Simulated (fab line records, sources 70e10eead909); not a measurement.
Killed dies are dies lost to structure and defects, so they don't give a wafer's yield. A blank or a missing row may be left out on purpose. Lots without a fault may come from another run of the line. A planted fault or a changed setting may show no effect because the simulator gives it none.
A struck lot beside a sound one | flow nand_harc | 14 steps out of a route of 1159
Sound: wafers L352.1, L352.2, L352.3. Struck: wafers L361.1, L361.2, L361.5. The cause comes at the end.
At each step with rows: each side's tool, then ch and its chambers, then its first start. Under that, the readings that differ: sound wafers | struck wafers | difference of the means | sigmas: that difference in standard deviations of wafers without a fault.
alike: readings whose means differ by less than 2 such deviations, and words and numbers that are the same on both sides. not compared: withheld readings, readings that some wafer has no value for, bounds like >300 that may hide the same value, and numbers for which the record gives no deviation and whose values overlap.
The two part at a step that has a row with sigmas, a row that says differs or no value, or rows on one side only. Numbers that don't overlap but have no deviation are shown without sigmas and don't part them. A reading that every wafer of one side lacks parts them only if that side has two wafers or more.

first, 12 steps without rows for these wafers: NHARC_P_STI_ETCH_26 (etches SiO2 in dHF, target depth 11 nm); NHARC_P_STI_PRECLEAN_27 (cleans in SC1); NHARC_P_STI_SRD_28; NHARC_P_STI_OXIDE_29 (material SiO2, target thk 10 nm, ox time 1362 s); NHARC_P_STI_HM_DEP_30 (deposits Si3N4, target thk 80 nm, time 873 s); NHARC_P_STI_DEHYDRATE_01 (time 120 s); NHARC_P_STI_HMDS_02 (time 30 s); NHARC_P_STI_COAT_41 (time 65 s); NHARC_P_STI_COAT_03 (resist thk 600 nm); NHARC_P_STI_SOFTBAKE_04 (time 70 s); NHARC_P_STI_EBR_05; NHARC_P_STI_EXPOSE_06 (exposes mask P STI, target cd 200 nm).
NHARC_P_STI_PEB_07: peb time 80 s.
  sound on litho_track-05 ch 0, day 5 06:58; struck on litho_track-03, day 7 13:19
  no value came back on the struck wafers for chill_plate_temp_C (C), exhaust_pa (Pa); on the sound wafers chill_plate_temp_C (C) reads 23.11 23.11 23.00
then, 1 step without rows for these wafers: NHARC_P_STI_DEVELOP_08 (time 50 s).

WHERE THEY PART
Only at NHARC_P_STI_PEB_07, within this record.

WHY: what the simulator had put in
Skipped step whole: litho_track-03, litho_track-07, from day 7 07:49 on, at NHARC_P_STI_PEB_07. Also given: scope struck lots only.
